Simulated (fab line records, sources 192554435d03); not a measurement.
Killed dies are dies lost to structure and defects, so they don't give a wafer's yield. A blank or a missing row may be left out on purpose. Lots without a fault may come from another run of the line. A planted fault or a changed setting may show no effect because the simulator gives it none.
Chamber matching | flow n5_finfet | N5_MOL_CONTACT_COAG_CO_FILL_22 on cvd_co-02: 3 sister chambers
The step material Co, precursor CCTBA/H2, target thk 20 nm. 33 wafers are shown with their chamber, then 12 later ones without.

WAFERS WITH THEIR CHAMBER
wafer  | chamber | heater_power_w (W)
L078.1 | 0       | 263
L078.4 | 2       | 236
L078.5 | 0       | 278
L080.1 | 0       | 263
L080.3 | 0       | 275
L080.4 | 2       | 236
L084.2 | 1       | 204
L084.4 | 1       | 203
L084.6 | 2       | 245
L085.1 | 0       | 274
L085.2 | 2       | 242
L085.3 | 1       | 209
L085.4 | 0       | 265
L085.5 | 2       | 236
L085.6 | 1       | 204
L087.1 | 0       | 277
L087.2 | 2       | 241
L087.3 | 1       | 197
L087.4 | 0       | 271
L087.5 | 2       | 241
L087.6 | 1       | 202
L088.1 | 0       | 273
L088.2 | 1       | 202
L088.3 | 2       | 241
L089.2 | 1       | 204
L089.4 | 1       | 203
L089.6 | 0       | 266
L091.1 | 2       | 238
L091.2 | 1       | 205
L091.3 | 0       | 277
L091.4 | 2       | 243
L091.5 | 1       | 201
L091.6 | 0       | 278

SIGNATURES (means of the wafers above)
reading        | chamber 0 | chamber 1 | chamber 2 | scatter within a chamber
heater_power_w | 271.67    | 203.09    | 239.90    | 4.32
Rule: a wafer's distance from a chamber is the root of the sum, over the readings, of the square of ((its reading less the chamber's mean) divided by the reading's scatter). The wafer belongs to the nearest chamber; if the next one is less than 2 further off, it can't be placed. The scatter: the root of (the sum of the squares of (reading less its chamber's mean) over the shown wafers, divided by (wafers less chambers)).

WAFERS WITHOUT THEIR CHAMBER
wafer  | heater_power_w (W)
L092.1 | 276
L092.2 | 201
L092.3 | 238
L092.4 | 274
L092.5 | 247
L092.6 | 201
L094.2 | 266
L094.3 | 244
L094.5 | 244
L095.1 | 271
L095.2 | 231
L095.4 | 240

WHICH CHAMBER EACH WENT THROUGH
wafer  | from the rows above | in truth
L092.1 | 0                   | 0
L092.2 | 1                   | 1
L092.3 | 2                   | 2
L092.4 | 0                   | 0
L092.5 | 2                   | 2
L092.6 | 1                   | 1
L094.2 | 0                   | 0
L094.3 | 2                   | 2
L094.5 | 2                   | 2
L095.1 | 0                   | 0
L095.2 | 2                   | 2
L095.4 | 2                   | 2
Placed correctly: 12 of 12. Can't be placed from these rows: 0. Placed wrongly: 0.
